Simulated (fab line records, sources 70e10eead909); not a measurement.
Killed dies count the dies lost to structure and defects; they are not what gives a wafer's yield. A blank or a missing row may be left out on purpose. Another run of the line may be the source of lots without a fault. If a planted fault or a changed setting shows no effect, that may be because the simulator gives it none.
Which of the tools did it? | flow nand harc | 6 lots with 18 wafers sampled at 3 steps, on a route of 1159 steps

WHAT THE GAUGES READ, wafer by wafer
NHARC_A_BONDPAD_CD_MEAS_09: target cd 500 nm.
lot  | measured     | on        | cd nm (nm)
L641 | day 20 04:19 | cd sem-01 | 497.5 499.0
L643 | day 20 22:47 | cd sem-01 | 501.6 498.2 498.9
L647 | day 21 15:31 | cd sem-03 | 497.9 505.3 502.9
L648 | day 22 12:46 | cd sem-03 | 503.3 504.4 504.1
L653 | day 22 23:59 | cd sem-03 | 496.8 499.7 498.6
L654 | day 23 01:25 | cd sem-01 | 502.1 502.0 503.7

EACH LOT AND THE TOOL THAT RAN IT (in order: tool; ch and the chambers of the sampled wafers; start)
lot  | NHARC_A_STAIRCASE_ETCH_313         | NHARC_A_M1_PVD_20
L641 | rie diel-11 ch 0,1,2, day 14 03:08 | pvd sputter-03, day 20 04:19 or earlier
L643 | rie diel-12 ch 0,1,2, day 14 21:32 | pvd sputter-02, day 20 22:47 or earlier
L647 | rie diel-05 ch 1,3, day 15 17:31   | pvd sputter-02, day 21 15:31 or earlier
L648 | rie diel-12 ch 0,1,2, day 15 23:33 | pvd sputter-03, day 22 12:46 or earlier
L653 | rie diel-11 ch 0,2,3, day 17 02:34 | pvd sputter-01, day 22 23:59 or earlier
L654 | rie diel-05 ch 0,2,3, day 17 08:03 | pvd sputter-03, day 23 01:25 or earlier
- NHARC_A_STAIRCASE_ETCH_313: etches the open film in CF4/CHF3.
- NHARC_A_M1_PVD_20: deposits TaN, target thk 5 nm, time 8.06 s.

THE ANSWER, worked out from the rows above alone
Rule: the usual values come from the lots themselves. Put in order of their means at a reading, lots are off if they are a third of the lots or fewer, leave a main group of 4 or more, and stand apart from it by a gap of 3 or more times the standard deviation of the main group's means; of several such gaps the widest counts. If all means in a main group match to the digits the tables above print for the reading, that group is not used. Also off: a lot with no number at a reading for which 4 or more lots have one. The other lots that the step has rows for count as sound.
No lot is off at any reading shown: from this, nothing can be told.

WHAT THE SIMULATOR PUT IN
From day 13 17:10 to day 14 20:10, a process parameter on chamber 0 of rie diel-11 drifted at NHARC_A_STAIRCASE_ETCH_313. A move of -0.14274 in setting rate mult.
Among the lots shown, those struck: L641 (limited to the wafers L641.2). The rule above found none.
